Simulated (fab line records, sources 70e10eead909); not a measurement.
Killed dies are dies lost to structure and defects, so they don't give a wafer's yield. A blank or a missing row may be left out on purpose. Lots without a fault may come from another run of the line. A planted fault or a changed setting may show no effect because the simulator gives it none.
Chamber matching | flow nand_harc | NHARC_A_CHANNEL_HOLE_D1_ETCH_38 on rie_diel-13: 4 sister chambers
The step etches the open film in CF4, target depth 39 nm, time 65 s. 14 wafers are shown with their chamber, then 7 later ones without.

WAFERS WITH THEIR CHAMBER
wafer  | chamber | drypump_motor_current_A (A) | rf_vpp_V (V) | oes_product_au (a.u.)
L397.1 | 2       | 5.6                         | 151.4        | 1.027
L397.2 | 0       | 6.2                         | 152.7        | 0.996
L397.3 | 3       | 5.8                         | 148.9        | 1.014
L399.1 | 1       | 5.4                         | 152.4        | 1.020
L399.2 | 2       | 5.5                         | 152.3        | 1.026
L399.3 | 3       | 5.8                         | 149.3        | 0.989
L401.3 | 3       | 5.9                         | 148.8        | 1.009
L401.4 | 2       | 5.5                         | 152.4        | 1.017
L401.6 | 2       | 5.5                         | 151.7        | 1.019
L404.2 | 2       | 5.6                         | 150.5        | 1.025
L404.5 | 3       | 5.8                         | 148.7        | 1.003
L404.6 | 2       | 5.6                         | 151.1        | 1.014
L405.4 | 3       | 5.8                         | 149.2        | 1.007
L405.5 | 0       | 6.3                         | 152.0        | 0.993

SIGNATURES (means of the wafers above)
reading                 | chamber 0 | chamber 1 | chamber 2 | chamber 3 | scatter within a chamber
drypump_motor_current_A | 6.250     | 5.400     | 5.550     | 5.820     | 0.0529
rf_vpp_V                | 152.350   | 152.400   | 151.567   | 148.980   | 0.561
oes_product_au          | 0.99450   | 1.02000   | 1.02133   | 1.00440   | 0.00713
Rule: a wafer's distance from a chamber is the root of the sum, over the readings, of the square of ((its reading less the chamber's mean) divided by the reading's scatter). The wafer belongs to the nearest chamber; if the next one is less than 2 further off, it can't be placed. The scatter: the root of (the sum of the squares of (reading less its chamber's mean) over the shown wafers, divided by (wafers less chambers)).

WAFERS WITHOUT THEIR CHAMBER
wafer  | drypump_motor_current_A (A) | rf_vpp_V (V) | oes_product_au (a.u.)
L405.6 | 5.5                         | 151.4        | 1.021
L409.1 | 5.8                         | 150.1        | 1.005
L409.5 | 5.8                         | 150.2        | 1.012
L409.6 | 6.2                         | 151.4        | 0.981
L417.3 | 5.5                         | 152.2        | 1.019
L417.6 | 5.5                         | 152.1        | 1.018
L418.6 | 6.2                         | 152.3        | 0.996

WHICH CHAMBER EACH WENT THROUGH
wafer  | from the rows above     | in truth
L405.6 | can't be placed: 2 or 1 | 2
L409.1 | 3                       | 3
L409.5 | 3                       | 3
L409.6 | 0                       | 0
L417.3 | can't be placed: 2 or 1 | 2
L417.6 | can't be placed: 2 or 1 | 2
L418.6 | 0                       | 0
Placed correctly: 4 of 7. Can't be placed from these rows: 3 (the true chamber is among the candidates in 3). Placed wrongly: 0.
